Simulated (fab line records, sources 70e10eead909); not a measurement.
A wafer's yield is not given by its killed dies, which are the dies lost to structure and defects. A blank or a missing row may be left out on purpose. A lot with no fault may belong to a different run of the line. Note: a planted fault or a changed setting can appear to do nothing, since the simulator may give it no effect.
Which of the tools did it? -- flow nand-harc -- 24 lots with 72 wafers sampled at 6 steps, on a route of 1159 steps

WHAT EACH GAUGE READ, for each wafer
NHARC_P_CONTACT_INSPECT_27.
lot,measured,on,raw-defect-count
L074,day 5 19:44,defect-inspect-02,259 338 252
L076,day 6 04:42,defect-inspect-02,253 192 458
L075,day 6 04:09,defect-inspect-01,204 393 234
L078,day 6 21:31,defect-inspect-01,349 242 197
L077,day 6 20:59,defect-inspect-01,299 424 208
L079,day 7 03:10,defect-inspect-02,133 123 172
L080,day 7 10:34,defect-inspect-01,309 410 337
L082,day 7 15:52,defect-inspect-02,263 291 155
L081,day 7 23:27,defect-inspect-01,216 315 225
L083,day 8 05:03,defect-inspect-02,278 256 189
L084,day 8 09:50,defect-inspect-01,437 314 796
L085,day 8 22:31,defect-inspect-01,396 229 225
L086,day 8 23:37,defect-inspect-01,256 222 242
L087,day 8 23:22,defect-inspect-02,139 154 341
L088,day 9 13:40,defect-inspect-02,189 659 407
L089,day 9 14:40,defect-inspect-01,287 322 359
L090,day 9 23:32,defect-inspect-02,270 240 243
L091,day 10 05:05,defect-inspect-02,301 268 222
L094,day 10 13:09,defect-inspect-01,229 243 235
L092,day 10 22:26,defect-inspect-02,252 289 261
L093,day 10 22:18,defect-inspect-01,275 462 354
L095,day 11 00:34,defect-inspect-02,276 284 407
L096,day 11 06:28,defect-inspect-02,84 169 108
L097,day 11 14:35,defect-inspect-01,218 345 303

WHAT TOOL EACH LOT RAN ON (gives the tool, then ch and the chambers of the sampled wafers, and finally the start)
lot,NHARC_P_GATE_HM_DEP_102,NHARC_P_GATE_DESCUM_48,NHARC_P_GATE_STRIP_76,NHARC_P_GATE_DESCUM_93,NHARC_P_GATE_DEGAS_109
L074,"acl-dep-03 ch 0, day 4 18:11","rie-diel-11 ch 0,3, day 5 07:45","plasma-asher-02 ch 0,1, day 5 10:13","rie-diel-07 ch 0,3, day 5 11:10","pvd-sputter-02, day 5 13:12"
L076,"acl-dep-02 ch 0, day 4 23:18","rie-diel-07 ch 0,3, day 5 14:23","plasma-asher-01 ch 0,1, day 5 16:52","rie-diel-13 ch 1,2,3, day 5 17:55","pvd-sputter-03, day 5 19:54"
L075,"acl-dep-01 ch 0, day 4 23:26","rie-diel-13 ch 0,1,2, day 5 13:23","plasma-asher-02 ch 0,1, day 5 15:53","rie-diel-11 ch 0,1, day 5 16:56","pvd-sputter-01, day 5 18:55"
L078,"acl-dep-02 ch 0, day 5 13:07","rie-diel-07 ch 1,3, day 6 05:26","plasma-asher-02 ch 0,1, day 6 08:24","rie-diel-13 ch 0,2, day 6 09:38","pvd-sputter-02, day 6 12:19"
L077,"acl-dep-01 ch 0, day 5 13:24","rie-diel-11 ch 0,1, day 6 05:01","plasma-asher-02 ch 0,1, day 6 08:05","rie-diel-13 ch 1,2, day 6 09:26","pvd-sputter-01, day 6 11:24"
L079,"acl-dep-03 ch 0, day 5 20:56","rie-diel-07 ch 0,2,3, day 6 10:41","plasma-asher-02 ch 0,1, day 6 13:58","rie-diel-13 ch 1,2,3, day 6 15:03","pvd-sputter-03, day 6 17:01"
L080,"acl-dep-02 ch 0, day 6 08:38","rie-diel-13 ch 0,2, day 6 22:17","plasma-asher-02 ch 0,1, day 7 01:07","rie-diel-11 ch 0,2, day 7 02:08","pvd-sputter-03, day 7 04:41"
L082,"acl-dep-02 ch 0, day 6 13:35","rie-diel-11 ch 1,2, day 7 02:43","plasma-asher-02 ch 0,1, day 7 06:13","rie-diel-13 ch 0,3, day 7 07:10","pvd-sputter-02, day 7 09:19"
L081,"acl-dep-01 ch 0, day 6 13:41","rie-diel-11 ch 0,2,3, day 7 06:04","plasma-asher-02 ch 0,1, day 7 10:13","rie-diel-13 ch 0,1,3, day 7 11:17","pvd-sputter-03, day 7 14:03"
L083,"acl-dep-03 ch 0, day 6 21:20","rie-diel-13 ch 1,2,3, day 7 10:49","plasma-asher-02 ch 0,1, day 7 14:11","rie-diel-07 ch 1,3, day 7 15:09","pvd-sputter-03, day 7 17:22"
L084,"acl-dep-03 ch 0, day 7 04:34","rie-diel-13 ch 0,2,3, day 7 18:06","plasma-asher-02 ch 1, day 7 21:10","rie-diel-13 ch 0,2,3, day 7 22:07","pvd-sputter-03, day 8 00:05"
L085,"acl-dep-01 ch 0, day 7 13:08","rie-diel-11 ch 0,3, day 8 02:20","plasma-asher-02 ch 0,1, day 8 04:50","rie-diel-13 ch 0,2, day 8 05:53","pvd-sputter-03, day 8 07:59"
L086,"acl-dep-03 ch 0, day 7 21:53","rie-diel-13 ch 0,1,2, day 8 11:17","plasma-asher-02 ch 0,1, day 8 13:43","rie-diel-13 ch 0,1,2, day 8 14:41","pvd-sputter-01, day 8 16:39"
L087,"acl-dep-02 ch 0, day 7 22:12","rie-diel-13 ch 0,1,3, day 8 11:46","plasma-asher-01 ch 1, day 8 14:21","rie-diel-13 ch 0,1,2, day 8 15:27","pvd-sputter-01, day 8 17:26"
L088,"acl-dep-03 ch 0, day 8 05:43","rie-diel-13 ch 2,3, day 8 19:10","plasma-asher-01 ch 0,1, day 8 21:37","rie-diel-13 ch 0,1,2, day 8 22:43","pvd-sputter-01, day 9 00:40"
L089,"acl-dep-01 ch 0, day 8 05:46","rie-diel-13 ch 0,2,3, day 8 19:20","plasma-asher-01 ch 0,1, day 8 21:58","rie-diel-07 ch 1,2,3, day 8 23:04","pvd-sputter-02, day 9 01:47"
L090,"acl-dep-03 ch 0, day 8 17:50","rie-diel-07 ch 0,1,2, day 9 07:37","plasma-asher-02 ch 0,1, day 9 10:04","rie-diel-13 ch 0,3, day 9 11:09","pvd-sputter-01, day 9 13:06"
L091,"acl-dep-01 ch 0, day 8 17:55","rie-diel-13 ch 2,3, day 9 07:47","plasma-asher-01 ch 0,1, day 9 10:23","rie-diel-13 ch 0,1,3, day 9 11:31","pvd-sputter-01, day 9 23:20"
L094,"acl-dep-03 ch 0, day 9 11:38","rie-diel-07 ch 2,3, day 10 01:19","plasma-asher-02 ch 0,1, day 10 03:42","rie-diel-13 ch 0,1, day 10 04:49","pvd-sputter-03, day 10 06:59"
L092,"acl-dep-02 ch 0, day 9 12:02","rie-diel-13 ch 0,3, day 10 01:58","plasma-asher-02 ch 0,1, day 10 04:16","rie-diel-11 ch 1,2,3, day 10 05:22","pvd-sputter-01, day 10 07:55"
L093,"acl-dep-03 ch 0, day 9 12:35","rie-diel-07 ch 1,2, day 10 02:08","plasma-asher-01 ch 0,1, day 10 04:34","rie-diel-07 ch 2,3, day 10 05:37","pvd-sputter-03, day 10 07:46"
L095,"acl-dep-01 ch 0, day 9 23:31","rie-diel-13 ch 2,3, day 10 12:56","plasma-asher-02 ch 0,1, day 10 15:17","rie-diel-13 ch 1,2, day 10 16:15","pvd-sputter-02, day 10 18:18"
L096,"acl-dep-03 ch 0, day 10 04:56","rie-diel-11 ch 0,2,3, day 10 18:38","plasma-asher-02 ch 0,1, day 10 21:02","rie-diel-07 ch 1,2,3, day 10 22:07","pvd-sputter-03, day 11 00:05"
L097,"acl-dep-01 ch 0, day 10 11:36","rie-diel-11 ch 0,3, day 11 03:16","plasma-asher-02 ch 0,1, day 11 05:40","rie-diel-13 ch 0,2,3, day 11 06:38","pvd-sputter-02, day 11 08:36"
- NHARC_P_GATE_HM_DEP_102: deposits aC, target thk 120 nm.
- NHARC_P_GATE_DESCUM_48: chemistry O2, time 3 s.
- NHARC_P_GATE_STRIP_76: strips in O2.
- NHARC_P_GATE_DESCUM_93: chemistry O2, time 3 s.
- NHARC_P_GATE_DEGAS_109: time 60 s.

WHAT THE TOOLS THEMSELVES READ (means of the sampled wafers that have a number; where no wafer has one, the mark that the record gives instead)
NHARC_P_GATE_HM_DEP_102.
lot,tool,throttle-valve-pct (%)
L074,acl-dep-03,35.009
L076,acl-dep-02,35.002
L075,acl-dep-01,35.005
L078,acl-dep-02,34.991
L077,acl-dep-01,35.007
L079,acl-dep-03,34.998
L080,acl-dep-02,34.996
L082,acl-dep-02,35.009
L081,acl-dep-01,34.997
L083,acl-dep-03,34.992
L084,acl-dep-03,35.010
L085,acl-dep-01,34.994
L086,acl-dep-03,34.998
L087,acl-dep-02,35.002
L088,acl-dep-03,35.005
L089,acl-dep-01,35.001
L090,acl-dep-03,34.986
L091,acl-dep-01,35.010
L094,acl-dep-03,34.994
L092,acl-dep-02,34.990
L093,acl-dep-03,35.000
L095,acl-dep-01,35.003
L096,acl-dep-03,35.001
L097,acl-dep-01,34.995

NHARC_P_GATE_DESCUM_48.
lot,tool,drypump-motor-current-A (A),oes-product-au (a.u.),rf-vpp-V (V),showerhead-plenum-p-Torr (Torr),throttle-valve-pct (%)
L074,rie-diel-11,6.0,1.006,58.5,1.97,11.308
L076,rie-diel-07,5.9,1.000,58.8,2.00,11.314
L075,rie-diel-13,5.6,1.005,58.0,1.91,11.310
L078,rie-diel-07,5.0,1.000,58.0,1.94,11.314
L077,rie-diel-11,5.7,1.002,57.7,1.98,11.307
L079,rie-diel-07,6.1,1.001,57.6,1.98,11.317
L080,rie-diel-13,5.7,1.001,57.7,1.90,11.300
L082,rie-diel-11,5.5,0.995,57.4,1.94,11.315
L081,rie-diel-11,6.0,0.992,57.2,1.91,11.325
L083,rie-diel-13,5.8,0.989,57.5,1.93,11.312
L084,rie-diel-13,5.9,0.997,57.8,1.91,11.317
L085,rie-diel-11,6.1,1.007,58.5,1.96,11.308
L086,rie-diel-13,5.6,0.997,57.2,1.90,11.315
L087,rie-diel-13,5.7,0.996,58.0,1.96,11.308
L088,rie-diel-13,6.1,0.995,57.5,1.94,11.310
L089,rie-diel-13,5.9,0.990,57.9,1.91,11.304
L090,rie-diel-07,5.8,1.006,58.2,1.91,11.305
L091,rie-diel-13,6.1,0.996,58.2,1.88,11.307
L094,rie-diel-07,5.8,1.006,58.4,2.03,11.323
L092,rie-diel-13,5.8,0.988,57.9,1.94,11.310
L093,rie-diel-07,5.5,0.992,57.8,1.96,11.315
L095,rie-diel-13,6.1,1.002,57.7,1.88,11.312
L096,rie-diel-11,6.0,1.005,57.1,1.90,11.303
L097,rie-diel-11,6.1,0.999,58.2,1.95,11.315

NHARC_P_GATE_STRIP_76.
lot,tool,drypump-motor-current-A (A),heater-power-w (W)
L074,plasma-asher-02,6.2,296
L076,plasma-asher-01,5.5,329
L075,plasma-asher-02,6.2,277
L078,plasma-asher-02,6.2,294
L077,plasma-asher-02,6.2,299
L079,plasma-asher-02,6.2,293
L080,plasma-asher-02,6.2,276
L082,plasma-asher-02,6.2,279
L081,plasma-asher-02,6.2,278
L083,plasma-asher-02,6.2,277
L084,plasma-asher-02,6.2,258
L085,plasma-asher-02,6.2,274
L086,plasma-asher-02,6.2,278
L087,plasma-asher-01,5.9,344
L088,plasma-asher-01,5.7,341
L089,plasma-asher-01,5.5,323
L090,plasma-asher-02,6.2,295
L091,plasma-asher-01,5.4,330
L094,plasma-asher-02,6.2,276
L092,plasma-asher-02,6.2,271
L093,plasma-asher-01,5.7,336
L095,plasma-asher-02,6.2,293
L096,plasma-asher-02,6.2,276
L097,plasma-asher-02,6.2,287

NHARC_P_GATE_DESCUM_93.
lot,tool,drypump-motor-current-A (A),oes-product-au (a.u.),rf-vpp-V (V),showerhead-plenum-p-Torr (Torr),throttle-valve-pct (%)
L074,rie-diel-07,6.3,1.001,56.7,1.93,11.306
L076,rie-diel-13,5.8,0.990,57.8,1.93,11.315
L075,rie-diel-11,5.7,0.994,58.7,1.98,11.310
L078,rie-diel-13,5.9,0.998,57.0,1.86,11.316
L077,rie-diel-13,5.7,1.002,57.9,1.87,11.308
L079,rie-diel-13,5.8,0.998,59.1,1.93,11.313
L080,rie-diel-11,5.6,0.988,57.9,1.84,11.308
L082,rie-diel-13,5.8,0.994,57.8,1.95,11.320
L081,rie-diel-13,5.7,0.991,57.3,1.96,11.330
L083,rie-diel-07,5.0,0.997,57.8,1.94,11.309
L084,rie-diel-13,5.9,0.994,57.1,1.91,11.310
L085,rie-diel-13,5.7,0.995,57.1,1.89,11.309
L086,rie-diel-13,5.6,0.997,57.5,1.90,11.304
L087,rie-diel-13,5.6,0.997,56.8,1.90,11.309
L088,rie-diel-13,5.6,1.003,57.9,1.90,11.311
L089,rie-diel-07,5.4,1.001,57.9,1.98,11.311
L090,rie-diel-13,6.0,0.983,57.9,1.97,11.311
L091,rie-diel-13,5.7,0.992,57.9,1.95,11.306
L094,rie-diel-13,5.4,0.992,57.2,1.93,11.310
L092,rie-diel-11,5.9,0.999,58.4,1.92,11.310
L093,rie-diel-07,5.7,1.015,57.6,2.04,11.312
L095,rie-diel-13,5.5,0.995,57.7,1.91,11.315
L096,rie-diel-07,5.4,1.013,58.8,1.98,11.310
L097,rie-diel-13,5.9,0.995,57.8,1.91,11.318

NHARC_P_GATE_DEGAS_109.
lot,tool,heater-power-w (W)
L074,pvd-sputter-02,482
L076,pvd-sputter-03,448
L075,pvd-sputter-01,477
L078,pvd-sputter-02,451
L077,pvd-sputter-01,449
L079,pvd-sputter-03,458
L080,pvd-sputter-03,458
L082,pvd-sputter-02,442
L081,pvd-sputter-03,499
L083,pvd-sputter-03,494
L084,pvd-sputter-03,489
L085,pvd-sputter-03,458
L086,pvd-sputter-01,451
L087,pvd-sputter-01,453
L088,pvd-sputter-01,427
L089,pvd-sputter-02,410
L090,pvd-sputter-01,473
L091,pvd-sputter-01,429
L094,pvd-sputter-03,486
L092,pvd-sputter-01,479
L093,pvd-sputter-03,493
L095,pvd-sputter-02,441
L096,pvd-sputter-03,438
L097,pvd-sputter-02,444

THE ANSWER, worked out from the rows above alone
Rule: the usual values come from the lots themselves. The widest of any qualifying gaps counts: lots, ordered by their means at a reading, are off when they make up no more than a third of the lots, leave a main group of 4 or more, and stand apart from it by 3 or more times the standard deviation of that group's means. A main group is skipped when, at the precision printed for the reading in the tables above, its means are all equal. A lot without any number at a reading at which 4 lots or more have one is off too. All remaining lots with rows at the step are treated as sound. After the gauges, taken in route order, come the tools' own readings; for these a lot's mean is taken, as printed above. At the first step where some lot is off, the reading lying furthest off is the one used; lots without a number count as furthest.
Nothing can be told from this: no lot is off at any reading shown.

WHAT THE SIMULATOR PUT IN
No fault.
